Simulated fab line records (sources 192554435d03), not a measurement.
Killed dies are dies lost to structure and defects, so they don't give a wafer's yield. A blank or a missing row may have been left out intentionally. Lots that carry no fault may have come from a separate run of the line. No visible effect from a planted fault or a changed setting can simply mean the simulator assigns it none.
fab line records	flow n5_finfet
[record] lots = 14	wafers = 42	last_day = 18
route steps=1938 shown BEOL_M5@1183 BEOL_M6@1212
lots untouched by any fault: they come from a run of this same line in which no faults occurred
start_h: hours from the record's opening day to when the first of the lot's shown wafers began	wait_h: hours from the lot's prior step to this one	" identical to the entry in the row above	L1.1+2: a row that stands for several wafers	- no value, or no start was given	* or withheld: withheld	< > ~ a bound
route shown NAME@n: a module of which the file shows steps, and the number in the route of the first	usual: average and standard deviation across the fault-free wafers	same: alike in all rows	chamber/n: place in a boat	sites: each site's reading	_std_site: standard deviation of those values	_edge_site: mean of outer sites minus mean of inner sites	radius_mm: for every site, how far away it sits from the centre of the wafer	mask NAME#n: copy n	behind: the tool/chamber that last shaped the wafer	hold: the reason the lot was held/the length of the hold in hours/how it ended	device: the n, p or np transistor that did not switch	end of line: the tests these same wafers got at the end of their route	where a step has no rows: the recipe by itself	killed: not the wafer's yield, but the dies lost to structure and defects at the first sort	map: a wafer's dies, x killed, . not, _ none there
set.NAME: the setting as run; set.NAME@STEP: as run at that earlier step	model.NAME: the simulator's own value behind a step, which no gauge read
steps of the route over a sample of lots; a table a step, a row a wafer
services: from which hour (start_h, from the record's first day; less than 0 if before it) a tool's chamber was out of use, for how many hours, and why
[[steps]]
[step N5_BEOL_M5_SPUTTER_90]
[recipe] material = Cu	target_thk_a = 45	temp_c = -20	chamber_pressure_pa = 0.07	power_w = withheld	time_s = 8.29
[usual] chamber_pressure_pa = 0.07/0.00014	susceptor_temp_C = -19.99/0.11	throttle_valve_pct = 30.0/1.1
lot.wafer	tool	chamber	start_h	wait_h	chamber_pressure_pa	susceptor_temp_C	throttle_valve_pct
L832.2	pvd_sputter-03	-	185.37	0.5	0.06979	-20.02	29.1
L832.3	"	-	"	"	0.07007	-19.90	29.1
L832.4	"	-	"	"	0.06994	-19.78	30.7
L831.4	pvd_sputter-02	-	192.44	0.5	0.06987	-20.10	29.6
L831.5	"	-	"	"	0.0699	-19.90	31.6
L831.6	"	-	"	"	0.06998	-19.94	30.3
L833.2	pvd_sputter-03	-	207.58	0.5	0.07009	-20.00	29.5
L833.3	"	-	"	"	0.07008	-19.94	29.0
L833.6	"	-	"	"	0.07036	-19.98	29.3
L835.1	pvd_sputter-02	-	217.80	0.5	0.07018	-20.16	31.0
L835.2	"	-	"	"	0.07016	-19.93	29.6
L835.4	"	-	"	"	0.0699	-20.10	31.2
L837.2	pvd_sputter-03	-	219.91	0.5	0.06989	-19.99	28.6
L837.4	"	-	"	"	0.07012	-19.84	29.7
L837.5	"	-	"	"	0.07029	-19.76	29.1
L836.1	pvd_sputter-01	-	222.90	0.5	0.07015	-19.86	30.4
L836.4	"	-	"	"	0.06998	-19.96	27.6
L836.5	"	-	"	"	0.0702	-20.15	28.1
L841.4	pvd_sputter-02	-	265.94	0.5	0.07015	-19.79	30.7
L841.5	"	-	"	"	0.06987	-20.02	29.5
L841.6	"	-	"	"	0.07041	-19.92	30.9
L842.3	pvd_sputter-03	-	268.88	0.5	0.07021	-19.94	28.5
L842.5	"	-	"	"	0.07003	-20.01	31.0
L842.6	"	-	"	"	0.06993	-20.03	29.3
L845.2	pvd_sputter-02	-	280.10	0.5	0.06996	-20.04	29.6
L845.3	"	-	"	"	0.06983	-19.97	30.6
L845.6	"	-	"	"	0.07001	-20.27	29.8
L844.1	pvd_sputter-01	-	282.49	0.5	0.07013	-19.94	27.8
L844.3	"	-	"	"	0.06996	-20.09	30.6
L844.4	"	-	"	"	0.07	-19.99	30.8
L851.1	pvd_sputter-02	-	313.23	0.5	0.07003	-19.91	31.7
L851.5	"	-	"	"	0.06999	-20.10	30.6
L851.6	"	-	"	"	0.06987	-19.93	31.7
L852.3	pvd_sputter-01	-	316.27	0.5	0.06987	-19.80	30.6
L852.4	"	-	"	"	0.06999	-20.04	30.2
L852.5	"	-	"	"	0.06998	-19.83	30.9
L853.1	pvd_sputter-02	-	334.50	0.5	0.0701	-19.95	29.6
L853.3	"	-	"	"	0.06999	-20.20	31.6
L853.6	"	-	"	"	0.06997	-20.08	31.4
L854.1	pvd_sputter-01	-	337.36	0.5	0.06997	-20.15	30.6
L854.2	"	-	"	"	0.06995	-20.02	28.1
L854.4	"	-	"	"	0.06993	-20.16	30.9
[step N5_BEOL_M5_CMP_52]
[recipe] stop_on = SiCOH_lowk	t_overpolish_s = 6.9	down_force_psi = 1	platen_rpm = 50	clearing_platen_down_force_psi = 1.5	clearing_platen_rpm = 50	post_cmp_clean = cu_alkaline	target_thk_nm = 62	clearing_platen_pad_velocity_m_s = 0.99484	pad_velocity_m_s = 0.99484
[usual] barrier_field_endpoint_s = 24.6/0.68	clearing_platen_down_force_psi = 1.5000/0.0029	motor_current_A = 5.8/0.52	overpolish_run_s = 6.900/0.0085	time_to_endpoint_s = 62/3.4
[same] t_overpolish_s = 6.9
lot.wafer	tool	chamber	start_h	wait_h	barrier_field_endpoint_s	clearing_platen_down_force_psi	motor_current_A	overpolish_run_s	time_to_endpoint_s
L832.3	cmp-02	0	185.87	0.2	24.4	1.5042	5.8	6.901	65
L832.2	"	1	"	"	23.9	1.4999	6.1	6.897	61
L832.4	"	3	"	"	24.2	1.5013	5.8	6.897	59
L831.4	cmp-04	3	192.98	0.2	24.9	1.4982	5.7	6.891	58
L831.5	"	2	"	"	24.3	1.5050	6.4	6.903	60
L831.6	"	3	"	"	24.9	1.5003	5.7	6.895	60
L833.3	cmp-02	3	208.16	0.2	24.7	1.4976	5.9	6.897	62
L833.2	"	0	"	"	24.8	1.5060	5.4	6.903	61
L833.6	"	2	"	"	25.0	1.5010	5.7	6.898	61
L835.1	cmp-02	3	218.38	0.3	24.5	1.4976	6.0	6.892	58
L835.2	"	0	"	"	24.1	1.4958	5.9	6.896	63
L835.4	"	1	"	"	24.4	1.4984	5.9	6.909	59
L837.2	cmp-02	0	221.05	0.2	24.5	1.5033	5.5	6.922	63
L837.4	"	2	"	"	24.3	1.4999	5.8	6.903	60
L837.5	"	1	"	"	24.7	1.4971	5.6	6.890	61
L836.4	cmp-01	2	223.71	0.2	25.3	1.4990	5.7	6.897	61
L836.1	"	0	"	"	25.9	1.4966	6.5	6.902	71
L836.5	"	2	"	"	25.0	1.4989	5.8	6.878	61
L841.4	cmp-01	1	266.53	0.2	24.8	1.5060	5.4	6.897	62
L841.6	"	3	"	"	26.3	1.5017	6.6	6.894	69
L841.5	"	0	"	"	26.1	1.5033	6.6	6.913	66
L842.3	cmp-02	0	270.57	1.3	24.4	1.4961	5.7	6.903	60
L842.6	"	2	"	"	23.6	1.5030	5.6	6.901	60
L842.5	"	3	"	"	25.4	1.4960	6.1	6.910	61
L845.3	cmp-01	1	280.60	0.2	24.0	1.4996	5.0	6.904	61
L845.2	"	3	"	"	25.2	1.5000	7.1	6.897	67
L845.6	"	2	"	"	24.0	1.5000	5.8	6.901	57
L844.3	cmp-02	1	282.99	0.2	23.9	1.5016	5.9	6.889	60
L844.1	"	3	"	"	24.5	1.4986	6.3	6.882	61
L844.4	"	0	"	"	24.4	1.4975	5.8	6.898	59
L851.1	cmp-02	3	314.42	0.3	25.0	1.5008	5.8	6.897	63
L851.6	"	3	"	"	24.9	1.5069	6.3	6.907	64
L851.5	"	0	"	"	25.0	1.5036	5.6	6.893	61
L852.3	cmp-04	0	317.10	0.2	23.4	1.4964	4.9	6.906	59
L852.4	"	1	"	"	24.2	1.4979	5.2	6.901	62
L852.5	"	2	"	"	25.1	1.4991	6.6	6.901	63
L853.1	cmp-02	2	335.02	0.3	25.2	1.5037	5.8	6.888	63
L853.3	"	0	"	"	25.4	1.5033	5.9	6.894	65
L853.6	"	2	"	"	24.3	1.4987	5.5	6.901	58
L854.2	cmp-02	0	338.55	0.2	24.2	1.4995	6.0	6.892	64
L854.1	"	1	"	"	24.3	1.5012	6.0	6.890	63
L854.4	"	2	"	"	24.2	1.5027	5.8	6.896	58
[step N5_BEOL_M6_ETCH_62]
[recipe] chemistry = N2/H2	target = SOC	target_depth_a = 1100	overetch_a = 220	mask_material = SiARC	temp_c = 40	time_s = 165	ion_energy_ev = 200	pressure_mtorr = 30	source_w = 840	bias_w = 150	n2_flow_sccm = 200	h2_flow_sccm = 200
[usual] bias_w = 150.0/0.47	chamber_pressure_mTorr = 30.000/0.025	drypump_motor_current_A = 5.8/0.43	h2_flow_sccm = 200.1/0.59	n2_flow_sccm = 200.0/0.63	oes_product_au = 0.67/0.077	rf_vpp_V = 525.4/1.7	showerhead_plenum_p_Torr = 2.60/0.052	throttle_valve_pct = 17.75/0.27
lot.wafer	tool	chamber	start_h	wait_h	bias_w	chamber_pressure_mTorr	drypump_motor_current_A	h2_flow_sccm	n2_flow_sccm	oes_product_au	rf_hours_counter_h	rf_vpp_V	showerhead_plenum_p_Torr	throttle_valve_pct
L832.2	rie_diel-01	0	188.34	0.0	150.2	29.980	5.5	200.6	200.7	0.59	244	525.9	2.59	17.75
L832.3	"	3	"	"	150.6	29.970	5.8	200.1	200.2	0.74	41	525.6	2.58	18.01
L832.4	"	1	"	"	150.7	30.027	6.1	200.2	200.4	0.65	137	526.6	2.67	17.72
L831.4	rie_diel-01	0	195.07	0.0	150.4	30.013	5.5	199.8	200.6	0.59	247	525.9	2.59	17.76
L831.5	"	3	"	"	150.4	30.010	5.7	199.9	199.7	0.74	-	524.0	2.58	18.02
L831.6	"	0	"	"	149.7	29.992	5.5	200.0	199.6	0.58	-	525.7	2.59	17.76
L833.2	rie_diel-04	3	212.15	0.0	150.0	29.980	4.9	200.0	199.9	0.69	102	520.6	2.45	17.92
L833.3	"	2	"	"	150.5	29.971	5.0	199.6	200.7	0.77	30	526.9	2.59	17.92
L833.6	"	2	"	"	149.8	29.992	5.0	200.4	201.0	0.76	-	526.7	2.59	17.91
L835.1	rie_diel-04	2	221.01	0.0	150.7	30.021	5.0	200.1	198.9	0.76	33	525.3	2.59	17.94
L835.2	"	0	"	"	150.4	30.011	6.7	199.6	199.5	0.70	70	528.2	2.67	17.34
L835.4	"	3	"	"	149.6	29.996	4.9	200.7	200.3	0.69	105	521.3	2.45	17.92
L837.2	rie_diel-05	2	224.91	0.0	149.6	30.032	5.9	200.2	199.5	0.60	227	527.1	2.61	17.51
L837.4	"	0	"	"	149.5	30.008	5.6	199.7	199.7	0.63	180	526.8	2.64	17.87
L837.5	"	3	"	"	149.8	29.991	6.1	200.4	199.6	0.59	-	526.0	2.63	17.98
L836.1	rie_diel-01	0	225.68	0.0	149.9	29.993	5.5	199.4	200.5	0.58	262	525.7	2.58	17.78
L836.4	"	2	"	"	150.3	30.023	5.8	198.8	199.8	0.83	-	524.3	2.61	17.34
L836.5	"	1	"	"	150.7	30.013	6.0	200.4	199.3	0.64	-	526.6	2.66	17.75
L841.4	rie_diel-05	3	269.50	0.0	150.3	29.976	6.1	198.9	200.0	0.58	230	527.0	2.63	18.01
L841.5	"	3	"	"	149.8	29.971	6.1	199.5	200.6	0.58	-	524.0	2.63	18.01
L841.6	"	0	"	"	150.6	30.015	5.5	200.6	199.7	0.62	-	526.3	2.64	17.89
L842.3	rie_diel-01	2	274.83	0.0	149.9	30.033	5.8	199.9	201.1	0.78	24	524.9	2.60	17.37
L842.5	"	2	"	"	149.7	30.064	5.9	200.9	200.0	0.77	-	524.5	2.60	17.37
L842.6	"	3	"	"	150.2	30.002	5.7	201.2	199.8	0.70	-	525.0	2.57	18.09
L845.2	rie_diel-01	2	285.27	0.0	150.0	30.001	5.9	200.0	200.9	0.77	28	527.0	2.60	17.38
L845.3	"	0	"	"	149.9	29.991	5.5	200.4	200.9	0.77	15	524.1	2.58	17.34
L845.6	"	0	"	"	149.8	30.019	5.5	200.2	200.7	0.76	-	525.8	2.58	17.36
L844.1	rie_diel-01	3	285.53	0.0	150.1	30.024	5.8	200.0	200.3	0.70	76	524.0	2.57	18.07
L844.3	"	2	"	"	149.9	29.959	5.8	199.3	200.1	0.77	28	524.8	2.60	17.36
L844.4	"	1	"	"	148.8	29.946	6.0	199.4	199.0	0.62	177	527.8	2.65	17.79
L851.1	rie_diel-01	0	316.39	0.0	-	-	-	-	-	-	-	-	-	-
L851.5	"	1	"	"	-	-	-	-	-	-	-	-	-	-
L851.6	"	2	"	"	-	-	-	-	-	-	-	-	-	-
L852.3	rie_diel-04	2	319.54	0.0	-	-	-	-	-	-	-	-	-	-
L852.4	"	0	"	"	-	-	-	-	-	-	-	-	-	-
L852.5	"	1	"	"	-	-	-	-	-	-	-	-	-	-
L853.1	rie_diel-05	1	337.90	0.0	149.6	29.974	6.1	200.0	199.6	0.81	3	526.1	2.61	17.64
L853.3	"	2	"	"	149.9	29.993	5.9	199.6	200.6	0.80	4	525.3	2.60	17.03
L853.6	"	1	"	"	150.5	30.023	6.1	199.6	200.1	0.81	-	526.4	2.61	17.66
L854.1	rie_diel-04	1	342.11	0.0	150.6	30.023	5.7	200.4	199.5	0.62	177	524.1	2.52	17.64
L854.2	"	3	"	"	150.2	29.982	4.9	200.6	200.1	0.65	151	521.3	2.43	18.01
L854.4	"	2	"	"	151.0	30.003	5.0	200.1	200.4	0.71	78	523.6	2.57	18.00
[step N5_BEOL_M6_STRIP_67]
[recipe] chemistry = CF4	resist = SiARC	power_w = 300	bias_power_w = 75	pressure_mtorr = 50	cf4_flow_sccm = 150	rf_frequency_hz = 6e+07
[usual] bias_power_w = 75.01/0.24	drypump_motor_current_A = 5.7/0.43	oes_product_au = 0.79/0.091	rf_vpp_V = 272.0/0.96	showerhead_plenum_p_Torr = 1.83/0.033	throttle_valve_pct = 13.52/0.25
lot.wafer	tool	chamber	start_h	wait_h	bias_power_w	drypump_motor_current_A	oes_product_au	rf_hours_counter_h	rf_vpp_V	showerhead_plenum_p_Torr	throttle_valve_pct
L832.2	rie_diel-01	0	188.48	0.0	75.23	5.5	0.69	244	270.8	1.84	13.78
L832.3	"	3	"	"	75.02	5.7	0.87	41	272.2	1.81	13.58
L832.4	"	1	"	"	75.23	6.1	0.76	137	272.5	1.87	13.44
L831.4	rie_diel-01	0	195.22	0.0	75.20	5.5	0.69	247	272.0	1.84	13.79
L831.5	"	3	"	"	75.15	5.7	0.87	-	272.4	1.81	13.59
L831.6	"	0	"	"	74.99	5.5	0.69	-	271.7	1.84	13.80
L833.2	rie_diel-04	3	212.30	0.0	75.21	4.8	0.80	102	270.8	1.74	13.63
L833.3	"	2	"	"	75.16	5.0	0.91	31	271.1	1.83	13.55
L833.6	"	2	"	"	75.32	5.0	0.90	-	273.0	1.83	13.55
L835.1	rie_diel-04	2	221.16	0.0	74.84	4.9	0.90	34	270.7	1.83	13.56
L835.2	"	0	"	"	74.91	6.7	0.83	70	272.4	1.89	13.32
L835.4	"	3	"	"	74.92	4.9	0.81	105	270.5	1.74	13.65
L837.2	rie_diel-05	2	225.06	0.0	75.16	5.9	0.71	227	271.5	1.83	13.42
L837.4	"	0	"	"	74.78	5.5	0.76	180	273.6	1.86	13.69
L837.5	"	3	"	"	74.37	6.1	0.70	-	272.8	1.84	13.69
L836.1	rie_diel-01	0	225.82	0.0	75.77	5.5	0.68	262	272.7	1.84	13.83
L836.4	"	2	"	"	74.70	5.8	0.99	-	271.9	1.82	12.94
L836.5	"	1	"	"	74.73	6.0	0.75	-	271.4	1.86	13.47
L841.4	rie_diel-05	3	269.65	0.0	75.07	6.1	0.69	230	272.0	1.84	13.72
L841.5	"	3	"	"	74.94	6.1	0.68	-	272.6	1.84	13.73
L841.6	"	0	"	"	75.10	5.6	0.74	-	272.5	1.85	13.72
L842.3	rie_diel-01	2	274.98	0.0	75.31	5.8	0.92	24	271.1	1.81	13.01
L842.5	"	2	"	"	75.11	5.8	0.91	-	272.1	1.81	13.02
L842.6	"	3	"	"	74.97	5.7	0.83	-	271.8	1.80	13.65
L845.2	rie_diel-01	2	285.42	0.0	75.06	5.9	0.91	28	271.9	1.81	13.02
L845.3	"	0	"	"	74.72	5.5	0.92	15	272.3	1.83	13.26
L845.6	"	0	"	"	74.99	5.5	0.91	-	271.8	1.83	13.26
L844.1	rie_diel-01	3	285.67	0.0	74.95	5.7	0.83	76	271.3	1.80	13.68
L844.3	"	2	"	"	74.69	5.9	0.90	28	273.1	1.81	13.01
L844.4	"	1	"	"	75.13	6.0	0.74	177	272.6	1.86	13.53
L851.1	rie_diel-01	0	316.54	0.0	74.79	5.5	0.89	26	272.8	1.83	13.29
L851.5	"	1	"	"	75.31	6.1	0.73	-	272.2	1.85	13.56
L851.6	"	2	"	"	74.97	5.8	0.89	-	272.0	1.81	13.04
L852.3	rie_diel-04	2	319.69	0.0	75.18	5.0	0.84	70	272.3	1.82	13.62
L852.4	"	0	"	"	75.23	6.7	0.79	100	273.5	1.89	13.39
L852.5	"	1	"	"	75.20	5.6	0.73	-	270.9	1.79	13.51
L853.1	rie_diel-05	1	338.05	0.0	75.30	6.0	0.95	3	272.4	1.84	13.32
L853.3	"	2	"	"	74.92	5.9	0.94	4	272.9	1.82	12.86
L853.6	"	1	"	"	75.08	6.0	0.95	-	272.8	1.84	13.36
L854.1	rie_diel-04	1	342.25	0.0	75.27	5.7	0.73	177	271.0	1.79	13.55
L854.2	"	3	"	"	75.02	4.9	0.77	151	271.1	1.73	13.76
L854.4	"	2	"	"	75.00	4.9	0.84	78	270.4	1.82	13.65
[step N5_BEOL_M6_HM_OPEN_17]
[recipe] chemistry = Cl2/BCl3	target_depth_a = 200	overetch_a = 60	target = TiN	mask_material = SOC	ion_energy_ev = 150	pressure_mtorr = 10	icp_w = 1000	bias_w = 126	Cl2_flow_sccm = 53.25	bcl3_flow_sccm = 21.75	Ar_flow_sccm = 25
[usual] drypump_motor_current_A = 5.92/0.19	oes_product_au = 0.68/0.084	throttle_valve_pct = 22.01/0.15
lot.wafer	tool	chamber	start_h	wait_h	drypump_motor_current_A	oes_product_au	rf_hours_counter_h	throttle_valve_pct
L832.2	rie_metal-01	1	188.53	0.0	6.20	0.59	83	22.13
L832.3	"	1	"	"	6.12	0.58	-	22.16
L832.4	"	0	"	"	5.77	0.54	-	22.12
L831.4	rie_metal-03	1	195.35	0.1	5.75	0.72	-	21.84
L831.5	"	1	"	"	5.74	0.72	-	21.85
L831.6	"	1	"	"	5.74	0.73	-	21.85
L833.2	rie_metal-01	1	212.34	0.0	6.19	0.59	84	22.12
L833.3	"	1	"	"	6.24	0.59	-	22.11
L833.6	"	0	"	"	5.83	0.54	-	22.12
L835.1	rie_metal-03	1	221.20	0.0	5.75	0.71	22	21.84
L835.2	"	0	"	"	6.03	0.81	3	22.03
L835.4	"	0	"	"	6.01	0.80	-	22.05
L837.2	rie_metal-03	1	225.10	0.0	5.74	0.73	22	21.85
L837.4	"	0	"	"	6.00	0.81	-	22.05
L837.5	"	1	"	"	5.74	0.71	-	21.84
L836.1	rie_metal-01	1	225.87	0.0	6.22	0.58	86	22.14
L836.4	"	1	"	"	6.23	0.59	-	22.13
L836.5	"	0	"	"	5.79	0.54	-	22.14
L841.4	rie_metal-01	1	269.72	0.1	6.23	0.57	-	22.14
L841.5	"	0	"	"	5.84	0.83	-	21.67
L841.6	"	1	"	"	6.23	0.58	-	22.14
L842.3	rie_metal-02	0	275.05	0.1	5.66	0.68	-	22.22
L842.5	"	1	"	"	6.15	0.62	-	22.01
L842.6	"	0	"	"	5.64	0.67	-	22.22
L845.2	rie_metal-03	1	285.46	0.0	5.73	0.70	28	21.85
L845.3	"	1	"	"	5.75	0.69	-	21.83
L845.6	"	1	"	"	5.74	0.70	-	21.85
L844.1	rie_metal-03	1	285.71	0.0	5.75	0.70	28	21.87
L844.3	"	0	"	"	5.95	0.76	-	22.05
L844.4	"	1	"	"	5.76	0.70	-	21.86
L851.1	rie_metal-01	0	316.59	0.0	5.80	0.34	7	22.32
L851.5	"	0	"	"	5.78	0.34	-	22.32
L851.6	"	1	"	"	6.20	0.24	-	22.81
L852.3	rie_metal-03	1	319.77	0.1	5.74	0.31	-	22.51
L852.4	"	0	"	"	6.03	0.33	-	22.72
L852.5	"	1	"	"	5.72	0.30	-	22.51
L853.1	rie_metal-02	0	338.09	0.0	5.65	0.67	42	22.21
L853.3	"	1	"	"	6.15	0.61	-	22.00
L853.6	"	0	"	"	5.64	0.66	-	22.25
L854.1	rie_metal-03	0	342.29	0.0	6.02	0.74	14	22.06
L854.2	"	1	"	"	5.74	0.69	32	21.87
L854.4	"	1	"	"	5.73	0.69	-	21.87
[step N5_BEOL_M6_CD_MEAS_18]
[recipe] pitch_nm = 80	target_cd_nm = 40
[usual] cd_nm = 40.2/0.77
lot.wafer	tool	chamber	start_h	wait_h	cd_nm
L832.2	cd_sem-02	-	188.71	0.1	39.7
L832.3	"	-	"	"	39.4
L832.4	"	-	"	"	40.1
L831.4	cd_sem-03	-	195.53	0.1	41.1
L831.5	"	-	"	"	40.9
L831.6	"	-	"	"	41.7
L833.2	cd_sem-02	-	212.62	0.1	41.6
L833.3	"	-	"	"	40.8
L833.6	"	-	"	"	40.8
L835.1	cd_sem-02	-	221.39	0.0	40.0
L835.2	"	-	"	"	41.3
L835.4	"	-	"	"	41.7
L837.2	cd_sem-01	-	225.28	0.1	40.9
L837.4	"	-	"	"	40.4
L837.5	"	-	"	"	41.0
L836.1	cd_sem-02	-	226.06	0.0	39.4
L836.4	"	-	"	"	38.7
L836.5	"	-	"	"	38.8
L841.4	cd_sem-01	-	269.91	0.0	40.2
L841.5	"	-	"	"	40.6
L841.6	"	-	"	"	41.0
L842.3	cd_sem-03	-	275.21	0.1	39.9
L842.5	"	-	"	"	39.8
L842.6	"	-	"	"	40.6
L845.2	cd_sem-02	-	285.72	0.1	41.0
L845.3	"	-	"	"	40.3
L845.6	"	-	"	"	41.0
L844.1	cd_sem-03	-	285.90	0.0	39.4
L844.3	"	-	"	"	38.6
L844.4	"	-	"	"	39.2
L851.1	cd_sem-03	-	316.77	0.0	-
L851.5	"	-	"	"	-
L851.6	"	-	"	"	-
L852.3	cd_sem-03	-	319.99	0.1	-
L852.4	"	-	"	"	-
L852.5	"	-	"	"	-
L853.1	cd_sem-01	-	338.27	0.0	39.2
L853.3	"	-	"	"	38.3
L853.6	"	-	"	"	39.2
L854.1	cd_sem-03	-	342.47	0.0	40.8
L854.2	"	-	"	"	39.3
L854.4	"	-	"	"	40.1
[[services]]
tool	chamber	start_h	hours	kind
rie_diel-01	1	172.75	9.3	repair
cmp-01	-	176.62	2.9	repair
pvd_sputter-01	-	182.92	8.3	repair
rie_metal-01	-	195.37	0.8	repair
rie_diel-05	2	195.63	4.7	repair
rie_diel-01	2	202.29	-	clean
rie_diel-01	2	202.29	-	consumable_replace:focus_ring
rie_diel-01	2	202.29	15.4	scheduled_down
rie_diel-01	2	202.29	15.4	vent_cycle
rie_diel-01	0	230.54	-	clean
rie_diel-01	0	230.54	-	consumable_replace:focus_ring
cmp-04	-	231.82	1.6	repair
cmp-02	-	233.52	6.2	pm
cmp-02	-	256.17	4.0	pm
rie_diel-04	1	265.53	7.1	repair
cmp-04	-	266.31	4.0	pm
rie_metal-02	-	273.07	1.4	pm
rie_metal-02	-	275.43	20.2	repair
cmp-04	-	284.64	4.7	pm
rie_diel-05	-	290.29	1.3	repair
rie_diel-04	0	298.79	14.6	repair
rie_metal-02	1	303.36	2.4	repair
cmp-01	-	320.80	4.0	pm
cmp-04	-	331.14	0.2	repair
[[key]]
[first_sign] step = N5_BEOL_M6_ETCH_62	reading = tool_record	direction = missing
[effect] step = N5_BEOL_M6_HM_OPEN_17	reading = oes_product_au	direction = down	sigmas = 4.4	usual = 0.68	struck = 0.31
[effect] step = N5_BEOL_M6_CD_MEAS_18	reading = cd_nm	direction = missing
met_at N5_BEOL_M6_ETCH_62
struck_lots L851,L852
later_rows_left_out L851.1,L851.5,L851.6,L852.3,L852.4,L852.5
sort_left_out L851.1,L851.5,L851.6,L852.3,L852.4,L852.5
not_acting_at N5_BEOL_M5_SPUTTER_90,N5_BEOL_M5_CMP_52,N5_BEOL_M6_STRIP_67
onset_between 285.53 316.39
[fault] kind = skipped_step_whole	tool = rie_diel-01,rie_diel-04	chamber = -	onset_h = 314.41	steps = N5_BEOL_M6_ETCH_62	scope = struck_lots_only
// sort_left_out: the simulated sort isn't trusted on such a fault, so these wafers' sort isn't shown, and their yield isn't known
// later_rows_left_out: the simulator's readings of these wafers behind a module that went badly wrong aren't trusted and aren't shown, but for the sort
